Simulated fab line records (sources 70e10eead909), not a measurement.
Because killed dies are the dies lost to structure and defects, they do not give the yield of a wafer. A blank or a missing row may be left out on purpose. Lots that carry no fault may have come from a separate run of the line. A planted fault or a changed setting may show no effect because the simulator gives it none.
A struck lot beside a sound one / flow nandHarc / 13 out of 1159 route steps
Sound: the wafers L782.1, L782.5, L782.6. The struck wafers were L793.3, L793.5, L793.6. At the end, the cause is stated.
Per side, at each step with rows, come the tool, then ch with its chambers, and then its first start. Under that, the readings that differ: sound wafers / struck wafers / difference of the means / sigmas: that difference in standard deviations of wafers without a fault.
alike: a reading whose means differ by less than 2 such deviations, as well as words and numbers matching on both sides. not compared: withheld readings; readings where some wafer has no value; bounds like >300 that might hide an equal value; numbers whose values overlap and for which the record gives no deviation.
The two part at a step that has a row with sigmas, a row that says differs or no value, or rows on one side only. Numbers that don't overlap but have no deviation are shown without sigmas and don't part them. A reading missing from all wafers of one side parts the sides only when that side holds two or more wafers.

NHARC_A_CHANNEL_FILL_D1_ALD_15: deposits SiNx, target thk 2 nm, pulse time 60 s, ald cycles 19.
  sound: aldSinBatch-02 ch 0; struck: aldSinBatch-01 ch 0
reading=susceptorTempC (C); sound=629.90 630.67 630.22; struck=- - -; difference=no value on the struck wafers; sigmas=
  alike: precursorPulseHeightRel
NHARC_A_CHANNEL_FILL_D1_ALD_16: deposits SiO2, target thk 1.5 nm, pulse time 10 s, ald cycles 15.
  sound on aldHk-02 ch 1,2, day 9 17:41; struck on aldHk-01 ch 0,1, day 12 09:59
reading=susceptorTempC (C); sound=299.85 299.59 300.06; struck=300.14 300.45 300.07; difference=+0.39; sigmas=+2
  alike: heaterPowerW, precursorPulseHeightRel
then, 2 steps without rows for these wafers: NHARC_A_CHANNEL_FILL_D1_ANNEAL_17 (time 1800 s); NHARC_A_CHANNEL_FILL_D1_CVD_18 (deposits poly-Si, target thk 3 nm).
NHARC_A_CHANNEL_FILL_D1_ETCHBACK_19: etches the open film in HBr/Cl2, target depth 5 nm, time 1.7 s.
  sound on rieSi-06 ch 0,1,3, day 10 07:17; struck on rieSi-04 ch 0,3, day 12 21:44
  alike: chamberPressureMTorr, drypumpMotorCurrentA, heBacksideLeakSccm, oesProductAu, throttleValvePct
  not compared: rfHoursCounterH
NHARC_A_CHANNEL_FILL_D1_ETCHBACK_20: etches the open film in C4F8/O2/Ar, target depth 27 nm, time 13.5 s.
  sound on rieDiel-09 ch 1,2, day 10 07:22; struck on rieDiel-10 ch 2,3, day 12 21:53
  alike: chamberPressureMTorr, oesProductAu, rfVppV
  not compared: rfHoursCounterH
NHARC_A_CHANNEL_FILL_D1_STRIP_28: strips in O2, time 20 s.
  sound on rieDiel-09 ch 0,1,2, day 10 07:29; struck on rieDiel-10 ch 0,1,3, day 12 21:59
  alike: chamberPressureMTorr, drypumpMotorCurrentA, oesProductAu, rfVppV, showerheadPlenumPTorr, throttleValvePct
  not compared: rfHoursCounterH
then, 4 steps without rows for these wafers: NHARC_A_CHANNEL_FILL_D1_PRECLEAN_21 (cleans in dHF, time 30 s); NHARC_A_CHANNEL_FILL_D1_SRD_23; NHARC_A_CHANNEL_FILL_D1_CVD_05 (deposits poly-Si, target thk 5 nm); NHARC_A_CHANNEL_FILL_D1_ANNEAL_22 (time 7200 s).
NHARC_A_CHANNEL_FILL_D1_ALD_25: deposits SiOx, target thk 60 nm, pulse time 10 s, ald cycles 600.
  sound on aldHk-01 ch 0,1,2, day 11 00:12; struck on aldHk-01 ch 1,2,3, day 13 10:53
reading=susceptorTempC (C); sound=300.16 299.88 299.90; struck=295.76 295.30 295.59; difference=-4.43; sigmas=-25
  alike: heaterPowerW, precursorPulseHeightRel
then, 1 step without rows for these wafers: NHARC_A_CHANNEL_FILL_D1_ETCHBACK_08 (etches the open film in C4F8, target depth 220 nm, time 110 s).

## WHERE THEY PART
Last at NHARC_A_CHANNEL_FILL_D1_ALD_25 as far as this record goes, first at NHARC_A_CHANNEL_FILL_D1_ALD_15.

WHY: whatever the simulator had introduced
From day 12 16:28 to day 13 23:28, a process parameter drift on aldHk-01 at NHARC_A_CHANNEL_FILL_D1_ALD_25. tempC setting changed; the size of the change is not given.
